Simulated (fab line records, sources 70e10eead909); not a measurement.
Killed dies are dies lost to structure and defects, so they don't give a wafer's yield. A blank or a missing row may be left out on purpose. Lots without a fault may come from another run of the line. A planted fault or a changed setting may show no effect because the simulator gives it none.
fab line records | flow nand_harc
record lots=6 wafers=16 last_day=32
route steps=1302 shown A_ONON_D1@430
lots that met no fault: from a run of the same line without faults
start_h: hours from the record's first day to the start of the lot's first wafer shown | wait_h: hours since the lot's step before | " the same as in the row above | L1.1+2: a row that stands for several wafers | - no value, or no start given | * or withheld: withheld | < > ~ a bound
route shown NAME@n: a module of which the file shows steps, and the number in the route of the first | usual: mean/standard deviation of fault-free wafers | same: alike in all rows | chamber/n: place in a boat | sites: the reading at each site | _std_site: their standard deviation | _edge_site: outer sites' mean less inner sites' | radius_mm: how far each site lies from the wafer's centre | mask NAME#n: copy n | behind: the tool/chamber that last shaped the wafer | hold: why the lot was held/for how many hours/how that ended | device: the transistor (n, p or np) that didn't switch | end of line: the same wafers' tests at the end of the route | a step without rows: its recipe alone | killed: dies lost to structure and defects at the first sort, not the wafer's yield | map: a wafer's dies, x killed, . not, _ none there
set.NAME: the setting as run; set.NAME@STEP: as run at that earlier step | model.NAME: the simulator's own value behind a step, which no gauge read
lots at some steps of the route; a table a step, a row a wafer
services: from which hour (start_h, from the record's first day; less than 0 if before it) a tool's chamber was out of use, for how many hours, and why
## steps
# step NHARC_A_ONON_D1_DEP_09
# recipe target_thk_a=10000 n2_flow_sccm=2750 n2o_flow_sccm=2000 nh3_flow_sccm=500 sih4_flow_sccm=210 temp_c=400
# step NHARC_A_ONON_D1_THK_MEAS_11
# recipe thk_meas_gauge=ellipsometry
# usual thk_nm=1001/9.4
# columns lot.wafer tool chamber start_h wait_h thk_nm
L336.1 film_metro-02 - 177.48 - 991
L336.2 " - " " 992
L336.6 " - " " 991
L341.2 film_metro-01 - 232.91 - 1005
L341.3 " - " " 1004
L345.3 film_metro-01 - 263.99 - 1018
L345.6 " - " " 1016
L348.2 film_metro-01 - 306.01 - 989
L348.5 " - " " 988
L348.6 " - " " 989
L349.2 film_metro-02 - 329.40 - 993
L349.3 " - " " 993
L349.4 " - " " 992
L354.1 film_metro-02 - 365.30 - 1002
L354.4 " - " " 1006
L354.6 " - " " 1003
# step NHARC_A_ONON_D1_DEP_12
# recipe target_thk_a=10000 n2_flow_sccm=2750 n2o_flow_sccm=2000 nh3_flow_sccm=500 sih4_flow_sccm=210 temp_c=400
# step NHARC_A_ONON_D1_THK_MEAS_14
# recipe thk_meas_gauge=ellipsometry
# usual thk_nm=999/10
# columns lot.wafer tool chamber start_h wait_h thk_nm
L336.1 film_metro-01 - 178.05 - 987
L336.2 " - " " 984
L336.6 " - " " 985
L341.2 film_metro-02 - 233.46 - 991
L341.3 " - " " 989
L345.3 film_metro-01 - 264.55 - 983
L345.6 " - " " 984
L348.2 film_metro-02 - 306.59 - 995
L348.5 " - " " 997
L348.6 " - " " 995
L349.2 film_metro-02 - 329.97 - 1007
L349.3 " - " " 1007
L349.4 " - " " 1007
L354.1 film_metro-02 - 365.87 - 989
L354.4 " - " " 989
L354.6 " - " " 989
# step NHARC_A_ONON_D1_ANNEAL_15
# recipe temp_c=750 time_s=3600
# step NHARC_A_ONON_D1_DEP_16
# recipe target_thk_a=10000 n2_flow_sccm=2750 n2o_flow_sccm=2000 nh3_flow_sccm=500 sih4_flow_sccm=210 temp_c=400
# step NHARC_A_ONON_D1_THK_MEAS_18
# recipe thk_meas_gauge=ellipsometry
# usual thk_nm=1000/8.6
# columns lot.wafer tool chamber start_h wait_h thk_nm
L336.1 film_metro-02 - 186.19 - 1003
L336.2 " - " " 1004
L336.6 " - " " 1002
L341.2 film_metro-01 - 241.43 - 1003
L341.3 " - " " 1004
L345.3 film_metro-02 - 272.32 - 1004
L345.6 " - " " 1003
L348.2 film_metro-02 - 321.67 - 1009
L348.5 " - " " 1010
L348.6 " - " " 1009
L349.2 film_metro-02 - 339.28 - 979
L349.3 " - " " 980
L349.4 " - " " 979
L354.1 film_metro-02 - 373.95 - 982
L354.4 " - " " 984
L354.6 " - " " 981
# step NHARC_A_ONON_D1_DEP_19
# recipe target_thk_a=10000 n2_flow_sccm=2750 n2o_flow_sccm=2000 nh3_flow_sccm=500 sih4_flow_sccm=210 temp_c=400
# step NHARC_A_ONON_D1_THK_MEAS_21
# recipe thk_meas_gauge=ellipsometry
# usual thk_nm=1000/10
# columns lot.wafer tool chamber start_h wait_h thk_nm
L336.1 film_metro-01 - 186.76 - 983
L336.2 " - " " 986
L336.6 " - " " 985
L341.2 film_metro-02 - 241.99 - 1015
L341.3 " - " " 1015
L345.3 film_metro-01 - 273.01 - 995
L345.6 " - " " 996
L348.2 film_metro-01 - 322.23 - 1002
L348.5 " - " " 1001
L348.6 " - " " 1002
L349.2 film_metro-02 - 339.84 - 1011
L349.3 " - " " 1010
L349.4 " - " " 1011
L354.1 film_metro-01 - 374.52 - 990
L354.4 " - " " 990
L354.6 " - " " 989
# step NHARC_A_ONON_D1_DEP_22
# recipe target_thk_a=10000 n2_flow_sccm=2750 n2o_flow_sccm=2000 nh3_flow_sccm=500 sih4_flow_sccm=210 temp_c=400
# step NHARC_A_ONON_D1_THK_MEAS_24
# recipe thk_meas_gauge=ellipsometry
# usual thk_nm=998/11
# columns lot.wafer tool chamber start_h wait_h thk_nm
L336.1 film_metro-02 - 187.32 - 982
L336.2 " - " " 982
L336.6 " - " " 985
L341.2 film_metro-01 - 242.55 - 1009
L341.3 " - " " 1008
L345.3 film_metro-02 - 273.58 - 995
L345.6 " - " " 994
L348.2 film_metro-02 - 322.80 - 1000
L348.5 " - " " 1000
L348.6 " - " " 1000
L349.2 film_metro-01 - 340.41 - 993
L349.3 " - " " 993
L349.4 " - " " 993
L354.1 film_metro-01 - 375.09 - 1000
L354.4 " - " " 1000
L354.6 " - " " 1000
# step NHARC_A_ONON_D1_DEP_25
# recipe target_thk_a=10000 n2_flow_sccm=2750 n2o_flow_sccm=2000 nh3_flow_sccm=500 sih4_flow_sccm=210 temp_c=400
# usual nh3_flow_sccm=500.0/1.5
# columns lot.wafer tool chamber start_h wait_h nh3_flow_sccm
L336.1 pecvd_onon-01 0 187.38 0.1 499.2
L336.2 " 0 " " 501.2
L336.6 " 0 " " 497.6
L341.2 pecvd_onon-04 0 242.66 0.1 498.0
L341.3 " 0 " " 498.1
L345.3 pecvd_onon-04 0 273.75 0.2 499.1
L345.6 " 0 " " 500.2
L348.2 pecvd_onon-02 0 322.91 0.1 502.7
L348.5 " 0 " " 503.1
L348.6 " 0 " " 500.6
L349.2 pecvd_onon-04 0 340.53 0.1 500.0
L349.3 " 0 " " 498.7
L349.4 " 0 " " 502.4
L354.1 pecvd_onon-04 0 375.14 0.1 500.8
L354.4 " 0 " " 501.4
L354.6 " 0 " " 502.4
# step NHARC_A_ONON_D1_THK_MEAS_27
# recipe thk_meas_gauge=ellipsometry
# usual thk_nm=999/8.9
# columns lot.wafer tool chamber start_h wait_h thk_nm
L336.1 film_metro-02 - 187.88 - 998
L336.2 " - " " 996
L336.6 " - " " 998
L341.2 film_metro-02 - 243.12 - 997
L341.3 " - " " 876
L345.3 film_metro-01 - 274.15 - 881
L345.6 " - " " 1002
L348.2 film_metro-02 - 323.37 - 996
L348.5 " - " " 996
L348.6 " - " " 996
L349.2 film_metro-01 - 340.98 - 989
L349.3 " - " " 989
L349.4 " - " " 989
L354.1 film_metro-01 - 375.65 - 996
L354.4 " - " " 995
L354.6 " - " " 993
# step NHARC_A_ONON_D1_DEP_28
# recipe target_thk_a=10000 n2_flow_sccm=2750 n2o_flow_sccm=2000 nh3_flow_sccm=500 sih4_flow_sccm=210 temp_c=400
## services
# columns tool chamber start_h hours kind
pecvd_onon-02 - 185.00 13.0 pm
pecvd_onon-01 - 269.31 13.0 pm
pecvd_onon-04 - 311.30 13.0 pm
pecvd_onon-02 - 366.00 13.0 pm
## key
first_sign step=NHARC_A_ONON_D1_THK_MEAS_27 reading=thk_nm direction=down sigmas=14 usual=999 struck=879
effect none on later readings
met_at NHARC_A_ONON_D1_DEP_25
struck_wafers L341.3,L345.3
later_rows_left_out L341.3,L345.3
sort_left_out L341.3,L345.3
tester_left_out L341,L345
fault kind=process_parameter_drift tool=pecvd_onon-04 chamber=- onset_h=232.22 steps=NHARC_A_ONON_D1_DEP_25 channel=target_thk_a offset=* shape=step end_h=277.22 scope=struck_wafers_only acts_in=* stated=*
# tester_left_out: of these lots the tester's yield and bins aren't shown, on N5 and GAA mostly nor the transistor test; their killed dies are dies lost to structure and defects alone, not to doping, threshold or leakage, so they don't give the yield
# sort_left_out: the simulated sort isn't trusted on such a fault, so these wafers' sort isn't shown, and their yield isn't known
# later_rows_left_out: the simulator's readings of these wafers behind a module that went badly wrong aren't trusted and aren't shown, but for the sort
